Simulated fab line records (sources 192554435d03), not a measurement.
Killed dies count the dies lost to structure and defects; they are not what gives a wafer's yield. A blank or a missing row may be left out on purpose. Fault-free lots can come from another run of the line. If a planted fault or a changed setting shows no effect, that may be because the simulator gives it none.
Chamber matching    flow n5Finfet    4 sister chambers for N5_SDB_ALD_29 on aldSin-02
The step deposits SiNx, target thk 30 nm, pulse time 1 s, ald cycles 600. 8 wafers are shown with their chamber, then 12 later ones without.

EACH WAFER AND ITS CHAMBER
wafer   chamber  heaterPowerW (W)  precursorPulseHeightRel
L082.4  1        820               1.003
L088.1  0        886               1.007
L090.3  0        894               1.007
L090.4  2        911               0.996
L090.6  3        1084              0.988
L092.1  3        1103              1.025
L092.2  1        843               1.042
L092.3  2        918               1.028

WAFERS MISSING THEIR CHAMBER
wafer   heaterPowerW (W)  precursorPulseHeightRel
L092.4  890               1.002
L092.5  893               1.001
L092.6  1083              0.978
L093.1  950               1.014
L093.2  890               0.979
L093.3  1071              0.979
L093.4  822               1.019
L093.5  838               1.020
L093.6  945               0.992
L095.2  843               1.002
L095.3  947               1.018
L095.5  831               0.986

WHICH CHAMBER EACH WENT THROUGH
wafer   from the rows above      in truth
L092.4  0                        0
L092.5  can't be placed: 0 or 2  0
L092.6  3                        3
L093.1  2                        2
L093.2  can't be placed: 0 or 2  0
L093.3  3                        3
L093.4  1                        1
L093.5  1                        1
L093.6  2                        2
L095.2  1                        1
L095.3  2                        2
L095.5  1                        1
Correct placement for 10 of the 12. Can't be placed from these rows: 2 (the true chamber is among the candidates in 2). Placed wrongly: 0.
How it was worked out, from the rows above alone: a wafer's distance from a chamber is the root of the sum, over the readings, of the square of ((its reading less the chamber's mean) divided by the reading's scatter). If the next closest chamber is less than 2 further off than the closest, the wafer can't be placed; otherwise it belongs to the closest. A chamber's mean is the mean of its shown wafers. The scatter: the root of (the sum of the squares of (reading less its chamber's mean) over the shown wafers, divided by (wafers less chambers)).
